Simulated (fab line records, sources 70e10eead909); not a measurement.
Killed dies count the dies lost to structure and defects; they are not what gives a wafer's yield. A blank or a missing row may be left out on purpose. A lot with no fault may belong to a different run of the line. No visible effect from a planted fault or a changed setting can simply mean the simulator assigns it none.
Struck lot and sound lot, side by side || flow nand-harc || 15 steps out of a route of 1302
Sound: wafers L558.1, L558.2, L558.5. Struck: wafers L566.3, L566.4, L566.5. Last of all comes the cause.
For every step that has rows: the tool of each side, followed by ch and its chambers, followed by its first start. Under that, the readings that differ: sound wafers || struck wafers || difference of the means || sigmas: that difference in standard deviations of wafers without a fault.
alike: words and numbers the same on both sides, and readings whose means are apart by under 2 such deviations; not compared: readings that were withheld, readings missing a value for some wafer, numbers with overlapping values and no deviation given by the record, and bounds like >300 which may hide the same value.
Wherever a step has rows on one side only, a row that says differs or no value, or a row with sigmas, the two part there. Numbers that don't overlap but have no deviation are shown without sigmas and don't part them. A reading that every wafer of one side lacks parts them only if that side has two wafers or more.

first, 3 steps without rows for these wafers: NHARC_A_CHANNEL_HOLE_D1_STRIP_41 (strips in N2/H2); NHARC_A_CHANNEL_HOLE_D1_STRIP_42 (strips in CF4/CHF3); NHARC_A_CHANNEL_HOLE_D1_STRIP_43 (strips in O2/COS).
NHARC_A_CHANNEL_HOLE_D1_ETCH_44: etches the open film in CF4/O2, target depth 140 nm, overetch 14 nm, time 77 s.
  sound on rie-diel-03 ch 1,3, day 10 17:40; struck on rie-diel-03 ch 0,1,2, day 14 03:48
  alike: chamber-pressure-mTorr, drypump-motor-current-A, oes-product-au, rf-vpp-V, showerhead-plenum-p-Torr, throttle-valve-pct
  not compared: rf-hours-counter-h
NHARC_A_CHANNEL_HOLE_D1_STRIP_27: strips in O2.
  sound on rie-diel-03 ch 0,1,2; struck on rie-diel-03 ch 0,2,3
  alike: chamber-pressure-mTorr, drypump-motor-current-A, oes-product-au, rf-vpp-V, showerhead-plenum-p-Torr, throttle-valve-pct
  not compared: rf-hours-counter-h
then, 2 steps without rows for these wafers: NHARC_A_CHANNEL_HOLE_D1_PRECLEAN_28 (cleans in SC1); NHARC_A_CHANNEL_HOLE_D1_SRD_29.
NHARC_A_CHANNEL_HOLE_D1_CD_MEAS_30:
  sound on cd-sem-02 at day 10 18:27; struck on cd-sem-01 at day 14 04:36
  alike: cd-nm
NHARC_A_CHANNEL_HOLE_D1_XSEM_31:
  sound on xsem-01 ch 0, day 10 18:32; struck on xsem-01 ch 0, day 14 04:41
  alike: bot-cd-nm, bow-nm, tilt-deg
NHARC_A_CHANNEL_HOLE_D1_INSPECT_40:
  sound on defect-inspect-02 at day 10 18:38; struck on defect-inspect-01 at day 14 04:47
  alike: raw-defect-count
then, 2 steps without rows for these wafers: NHARC_A_CHANNEL_FILL_D1_PRECLEAN_00 (cleans in SC1); NHARC_A_CHANNEL_FILL_D1_SRD_01.
NHARC_A_CHANNEL_FILL_D1_ALD_02: deposits SiO2, target thk 6 nm, pulse time 10 s, ald cycles 60.
  sound on ald-hk-03 ch 0,1,2, day 10 18:54; struck on ald-hk-01 ch 1,3, day 14 05:03
{"reading": "ald-cycles", "sound": "60 60 60", "struck": "67 67 67", "difference": "+7", "sigmas": ""}
  alike: heater-power-w, precursor-pulse-height-rel
NHARC_A_CHANNEL_FILL_D1_ALD_03: deposits SiNx, target thk 6 nm, pulse time 60 s, ald cycles 58.
  sound on ald-sin-batch-01 ch 0; struck on ald-sin-batch-02 ch 0
  alike: ald-cycles, chamber-pressure-Torr, precursor-pulse-height-rel
-- the record jumps here: 16 days lie between the struck wafers' starts before and after (it left off in module A_CHANNEL_FILL_D1 and takes up again in module END, whose first step shown is number 1302 of the route) --
NHARC_END_SORT_01:
  sound on prober-01 ch 0, day 26 23:47; struck on prober-01 ch 0, day 29 20:08
{"reading": "killed-at-array", "sound": "20 11 22", "struck": "55 66 64", "difference": "+44", "sigmas": "+3"}
{"reading": "killed-dies", "sound": "21 13 23", "struck": "62 69 65", "difference": "+46", "sigmas": "+3"}
  alike: killed-at-other, killed-at-periphery, killed-open, killed-short

== WHERE THEY PART ==
Only at NHARC_END_SORT_01, within this record.

WHY: the cause the simulator had injected
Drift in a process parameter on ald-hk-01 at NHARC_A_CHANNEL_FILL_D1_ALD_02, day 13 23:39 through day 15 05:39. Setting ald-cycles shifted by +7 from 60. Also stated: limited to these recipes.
